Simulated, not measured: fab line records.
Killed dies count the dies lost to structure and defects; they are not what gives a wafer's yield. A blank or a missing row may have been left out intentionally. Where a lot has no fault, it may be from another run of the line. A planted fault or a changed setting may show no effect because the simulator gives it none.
Matching of chambers :: flow n5-finfet :: rie-si-03 running N5_SD_EPI_P_SD_RECESS_17: 4 sister chambers
The step chemistry HBr/Cl2/O2, target depth 39.1 nm, bt time 3 s. 8 wafers are shown with their chamber, then 7 later ones without.

== EACH WAFER AND ITS CHAMBER ==
wafer: L084.4
chamber: 2
throttle-valve-pct (%): 37.22
drypump-motor-current-A (A): 6.3

wafer: L084.6
chamber: 1
throttle-valve-pct (%): 37.29
drypump-motor-current-A (A): 5.8

wafer: L086.1
chamber: 1
throttle-valve-pct (%): 37.29
drypump-motor-current-A (A): 5.8

wafer: L086.3
chamber: 2
throttle-valve-pct (%): 37.24
drypump-motor-current-A (A): 6.2

wafer: L087.4
chamber: 0
throttle-valve-pct (%): 36.53
drypump-motor-current-A (A): 5.1

wafer: L087.5
chamber: 3
throttle-valve-pct (%): 36.81
drypump-motor-current-A (A): 6.6

wafer: L088.1
chamber: 3
throttle-valve-pct (%): 36.80
drypump-motor-current-A (A): 6.5

wafer: L088.3
chamber: 0
throttle-valve-pct (%): 36.51
drypump-motor-current-A (A): 5.0

== WAFERS MISSING THEIR CHAMBER ==
wafer: L088.4
throttle-valve-pct (%): 37.24
drypump-motor-current-A (A): 6.2

wafer: L094.3
throttle-valve-pct (%): 37.25
drypump-motor-current-A (A): 6.2

wafer: L094.5
throttle-valve-pct (%): 37.25
drypump-motor-current-A (A): 6.3

wafer: L094.6
throttle-valve-pct (%): 37.30
drypump-motor-current-A (A): 5.8

wafer: L095.1
throttle-valve-pct (%): 36.80
drypump-motor-current-A (A): 6.6

wafer: L095.3
throttle-valve-pct (%): 37.23
drypump-motor-current-A (A): 6.3

wafer: L095.6
throttle-valve-pct (%): 37.24
drypump-motor-current-A (A): 6.3

== EACH ONE'S CHAMBER ==
wafer: L088.4
from the rows above: 2
in truth: 2

wafer: L094.3
from the rows above: 2
in truth: 2

wafer: L094.5
from the rows above: 2
in truth: 2

wafer: L094.6
from the rows above: 1
in truth: 1

wafer: L095.1
from the rows above: 3
in truth: 3

wafer: L095.3
from the rows above: 2
in truth: 2

wafer: L095.6
from the rows above: 2
in truth: 2
Correctly placed: 7 of 7. Number that these rows cannot place: 0. 0 placed wrongly.
How it was worked out, from the rows above alone: a wafer's distance from a chamber is the root of the sum, over the readings, of the square of ((its reading less the chamber's mean) divided by the reading's scatter). If the next closest chamber is less than 2 further off than the closest, the wafer can't be placed; otherwise it belongs to the closest. A chamber's mean is the mean of its shown wafers. How the scatter is found: for the shown wafers, subtract from each reading the mean of its chamber, square and add these, divide the total by (wafers less chambers), then take the root.
